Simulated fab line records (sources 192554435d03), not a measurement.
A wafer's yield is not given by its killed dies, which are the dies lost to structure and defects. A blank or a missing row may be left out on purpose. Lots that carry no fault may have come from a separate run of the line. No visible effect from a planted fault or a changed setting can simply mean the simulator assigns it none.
Code-filled problem report in 8D (eight disciplines) form || flow n5 finfet || the parts of the form that need people (team, actions taken, sign-off) are left out

== 1. THE PROBLEM ==
Mean of oes product au at N5_BEOL_M0_SAQP_ETCH_106: 0.28 a.u. across 6 wafers in 2 lots; on wafers with no fault it is 0.77 a.u. (standard deviation 0.091). That puts it -5.4 standard deviations away from the usual mean.
The step: etches SOC in N2/H2, stops on SiNx, target depth 150 nm.
First seen on wafer L513.1, day 6 14:47, on rie diel-06. At this step, 22 wafers from 8 lots have a number in the record. Rule for "out" (also "out of limits"): further than 4 standard deviations from the usual mean. The rest of the wafers with a number are treated as sound.

== 2. WHAT IT IS, AND WHAT IT ISN'T ==
{"question": "which readings at this step", "is": "oes product au", "is not": "bias w, chamber pressure mTorr, rf vpp V, showerhead plenum p Torr, throttle valve pct"}
{"question": "which lots", "is": "L513, L514", "is not": "L521, L522, L523, L524, L528, L532"}
{"question": "which wafers of those lots", "is": "all that have a number", "is not": "-"}
{"question": "read on which tools", "is": "rie diel-02, rie diel-06", "is not": "rie diel-01"}
{"question": "when", "is": "from day 6 14:47", "is not": "up to then (0 sound wafers); but 16 sound wafers of L521, L522, L523, L524, L528, L532 came after"}

== 3. SUSPECTS, AND WHAT RULES EACH OUT ==
Counting: a tool at a process step up to the reading stays a suspect if it ran every lot that is out and no sound lot after the first of them.
- rie si-05 at N5_BEOL_M0_SAQP_MANDREL_ETCH_103 (etches a-Si in HBr/Cl2, stops on SiCN, target depth 45 nm, bt time 10 s, time 27 s): ruled out as a lasting fault. After its first lot that is out, L513 (day 6 14:15), sound lots L521, L522, L524 ran on it.
Left after counting: nothing in the record.

== 4. THE CAUSE (what the simulator had put in) ==
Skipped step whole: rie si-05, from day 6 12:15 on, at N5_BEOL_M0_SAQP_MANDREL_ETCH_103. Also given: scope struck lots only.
The count ruled it out by mistake, since the rule takes a fault to strike every lot its tool runs from the start of the fault on, and this one did not do so.

== 5. THE CHAIN OF EFFECTS, in route order ==
Each row: a reading whose mean over the struck wafers that have a number lies more than 3 standard deviations from the usual. Readings are gone through only where the record gives a usual standard deviation; hours: the median, over the lots, of the time from a lot's start at the first step in this table giving one to that lot's start at this step; sigmas: the change measured in usual standard deviations.
{"hours": 0, "step": "N5_BEOL_M0_SAQP_ETCH_106", "reading": "oes product au", "usual": "0.77 a.u.", "on struck wafers": 0.28, "change": -0.49, "sigmas": -5.4}
{"hours": 1, "step": "N5_BEOL_M0_SAQP_SPACER2_ETCHBACK_27", "reading": "oes product au", "usual": "0.77 a.u.", "on struck wafers": 0.31, "change": -0.46, "sigmas": -4.9}
{"hours": 155, "step": "N5_PASSIVATION_PROBE_49", "reading": "defect limited yield", "usual": "91.7 %", "on struck wafers": 0.0, "change": -91.7, "sigmas": -66}
{"hours": 155, "step": "N5_PASSIVATION_PROBE_49", "reading": "killed_at_M0_to_M3", "usual": 32, "on struck wafers": 1114, "change": "+1082", "sigmas": "+99 or more"}
{"hours": 155, "step": "N5_PASSIVATION_PROBE_49", "reading": "killed dies", "usual": 98, "on struck wafers": 1180, "change": "+1082", "sigmas": "+64"}
{"hours": 155, "step": "N5_PASSIVATION_PROBE_49", "reading": "killed on rim", "usual": 13, "on struck wafers": 152, "change": "+139", "sigmas": "+33"}
{"hours": 155, "step": "N5_PASSIVATION_PROBE_49", "reading": "sort_bin_5_function", "usual": "4.8 %", "on struck wafers": 96.4, "change": "+91.6", "sigmas": "+99 or more"}
{"hours": 155, "step": "N5_PASSIVATION_PROBE_49", "reading": "sort n pass", "usual": 1073, "on struck wafers": 0, "change": -1073, "sigmas": -26}
{"hours": 155, "step": "N5_PASSIVATION_PROBE_49", "reading": "sort yield pct", "usual": "91 %", "on struck wafers": 0, "change": -91, "sigmas": -26}
Process steps it contains:
- N5_BEOL_M0_SAQP_ETCH_106: etches SOC in N2/H2, stops on SiNx, target depth 150 nm.
- N5_BEOL_M0_SAQP_SPACER2_ETCHBACK_27: etches SiO2 in CHF3/O2, target depth 22.5 nm, time 11.25 s.
- N5_PASSIVATION_PROBE_49
Readings that are blank on the struck wafers while sound wafers have them: HBr_flow_sccm at N5_BEOL_M0_SAQP_MANDREL_ETCH_103; bias w at N5_BEOL_M0_SAQP_MANDREL_ETCH_103; drypump motor current A at N5_BEOL_M0_SAQP_MANDREL_ETCH_103; oes product au at N5_BEOL_M0_SAQP_MANDREL_ETCH_103; throttle valve pct at N5_BEOL_M0_SAQP_MANDREL_ETCH_103.

== 6. HOW IT WOULD HAVE BEEN CAUGHT EARLIER ==
In this record no reading fell out of limits until day 6 14:47, 3 hours after the fault had begun at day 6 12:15.
At N5_BEOL_M0_SAQP_MANDREL_ETCH_103 the tool's readings are blank on the struck wafers, where sound wafers have them: an empty tool record is the first sign, and it was there at once.
